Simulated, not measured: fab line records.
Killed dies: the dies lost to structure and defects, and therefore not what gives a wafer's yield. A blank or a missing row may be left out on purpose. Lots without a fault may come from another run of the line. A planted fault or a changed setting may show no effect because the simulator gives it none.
Which tool did it? | flow n5Finfet | Sampling: 6 lots, 18 wafers, 2 of 1938 route steps

## WHAT THE GAUGES SHOWED, per wafer
N5_BEOL_M8_INSPECT_58: inspects for defects (darkfield).
lot  | measured     | on               | rawDefectCount
L167 | day 10 03:44 | defectInspect-02 | 72 77 51
L169 | day 10 14:01 | defectInspect-01 | 59 58 62
L176 | day 11 14:37 | defectInspect-02 | 70 73 66
L178 | day 12 14:38 | defectInspect-01 | 73 70 83
L180 | day 13 09:18 | defectInspect-01 | 54 59 41
L188 | day 15 00:40 | defectInspect-01 | 87 51 64

## WHICH TOOL RAN EACH LOT (tool, then ch and the chambers of the sampled wafers, then the start)
lot  | N5_BEOL_M8_SPUTTER_48
L167 | pvdSputter-01, day 10 02:47
L169 | pvdSputter-03, day 10 13:01
L176 | pvdSputter-03, day 11 13:40
L178 | pvdSputter-02, day 12 13:35
L180 | pvdSputter-02, day 13 08:20
L188 | pvdSputter-01, day 14 23:42
- N5_BEOL_M8_SPUTTER_48: material Cu, target thk 10 nm, time 1.667 s.

## THE ANSWER, worked out from the rows above alone
Rule: the usual values come from the lots themselves. Put in order of their means at a reading, lots are off if they are a third of the lots or fewer, leave a main group of 4 or more, and stand apart from it by a gap of 3 or more times the standard deviation of the main group's means; of several such gaps the widest counts. A main group whose means are all the same, to the digits that the tables above print for the reading, isn't used. A lot without any number at a reading at which 4 lots or more have one is off too. All remaining lots with rows at the step are treated as sound.
No lot is off on any of the readings shown, so nothing can be concluded from this.

## WHAT HAD BEEN PUT IN BY THE SIMULATOR
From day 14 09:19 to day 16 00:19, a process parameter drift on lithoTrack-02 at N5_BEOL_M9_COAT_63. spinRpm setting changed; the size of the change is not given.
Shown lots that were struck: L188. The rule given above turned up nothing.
